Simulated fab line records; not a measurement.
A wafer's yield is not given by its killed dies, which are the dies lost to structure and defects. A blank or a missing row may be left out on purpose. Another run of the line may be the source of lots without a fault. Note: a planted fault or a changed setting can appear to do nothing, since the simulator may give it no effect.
Struck lot and sound lot, side by side ; flow nand harc ; 13 steps out of a route of 1302
Sound: the wafers L325.1, L325.4, L325.5. Struck: wafer L334.1 (L334.2, L334.4, from the same lot, were not struck and are left out); the cause is given at the end.
Order at every step that has rows: each side's tool, ch and its chambers, its first start. Under that, the readings that differ: sound wafers ; struck wafers ; difference of the means ; sigmas: that difference in standard deviations of wafers without a fault.
alike: readings with means less than 2 such deviations apart, plus words and numbers identical on both sides. not compared: withheld readings, readings lacking a value on some wafer, bounds such as >300 that could conceal the same value, and numbers that have no deviation in the record and whose values overlap.
The two part at a step that has a row with sigmas, a row that says differs or no value, or rows on one side only. Numbers that have no deviation but don't overlap get no sigmas and don't part them. A reading that every wafer of one side lacks parts them only if that side has two wafers or more.

NHARC_A_CHANNEL_FILL_D1_ALD_15: deposits SiNx, target thk 2 nm, pulse time 60 s, ald cycles 19.
  sound: ald sin batch-01 ch 0; struck: ald sin batch-02 ch 0
  alike: precursor pulse height rel, susceptor temp C
NHARC_A_CHANNEL_FILL_D1_ALD_16: deposits SiO2, target thk 1.5 nm, pulse time 10 s, ald cycles 15.
  sound on ald hk-04 ch 0,3, day 10 02:10; struck on ald hk-01 ch 3, day 13 20:54
reading;sound;struck;difference;sigmas
susceptor temp C (C);- - -;300.04;no value on the sound wafers;
  alike: heater power w, precursor pulse height rel
then, 2 steps without rows for these wafers: NHARC_A_CHANNEL_FILL_D1_ANNEAL_17 (time 1800 s); NHARC_A_CHANNEL_FILL_D1_CVD_18 (deposits poly-Si, target thk 3 nm).
NHARC_A_CHANNEL_FILL_D1_ETCHBACK_19: etches the open film in HBr/Cl2, target depth 5 nm, time 1.7 s.
  sound on rie si-05 ch 1,3, day 10 14:08; struck on rie si-04 ch 3, day 14 08:40
  alike: drypump motor current A, hbr flow sccm, oes product au, throttle valve pct
  not compared: rf hours counter h
then, 1 step without rows for these wafers: NHARC_A_CHANNEL_FILL_D1_ETCHBACK_20 (etches the open film in C4F8/O2/Ar, target depth 27 nm, time 13.5 s).
NHARC_A_CHANNEL_FILL_D1_STRIP_28: strips in O2, time 20 s.
  sound on rie diel-07 ch 0,2, day 10 14:22; struck on rie diel-07 ch 2, day 14 08:53
  alike: drypump motor current A, o2 flow sccm, oes product au, rf vpp V, showerhead plenum p Torr, throttle valve pct
  not compared: rf hours counter h
then, 4 steps without rows for these wafers: NHARC_A_CHANNEL_FILL_D1_PRECLEAN_21 (cleans in dHF, time 30 s); NHARC_A_CHANNEL_FILL_D1_SRD_23; NHARC_A_CHANNEL_FILL_D1_CVD_05 (deposits poly-Si, target thk 5 nm); NHARC_A_CHANNEL_FILL_D1_ANNEAL_22 (time 7200 s).
NHARC_A_CHANNEL_FILL_D1_ALD_25: deposits SiOx, target thk 60 nm, pulse time 10 s, ald cycles 600.
  sound on ald hk-01 ch 1,3, day 11 02:39; struck on ald hk-03 ch 3, day 14 20:44
reading;sound;struck;difference;sigmas
susceptor temp C (C);299.87 300.18 299.78;289.12;-10.82;-54
  alike: heater power w, precursor pulse height rel
NHARC_A_CHANNEL_FILL_D1_ETCHBACK_08: etches the open film in C4F8, target depth 220 nm, time 110 s.
  sound: rie diel-07 ch 0,2; struck: rie diel-07 ch 1
  alike: oes product au, rf vpp V
  not compared: rf hours counter h

## WHERE THEY PART
First at NHARC_A_CHANNEL_FILL_D1_ALD_16; last, within this record, at NHARC_A_CHANNEL_FILL_D1_ALD_25. Later steps at which nothing parts them and some readings are alike: NHARC_A_CHANNEL_FILL_D1_ETCHBACK_08.

WHY: what the simulator had put in
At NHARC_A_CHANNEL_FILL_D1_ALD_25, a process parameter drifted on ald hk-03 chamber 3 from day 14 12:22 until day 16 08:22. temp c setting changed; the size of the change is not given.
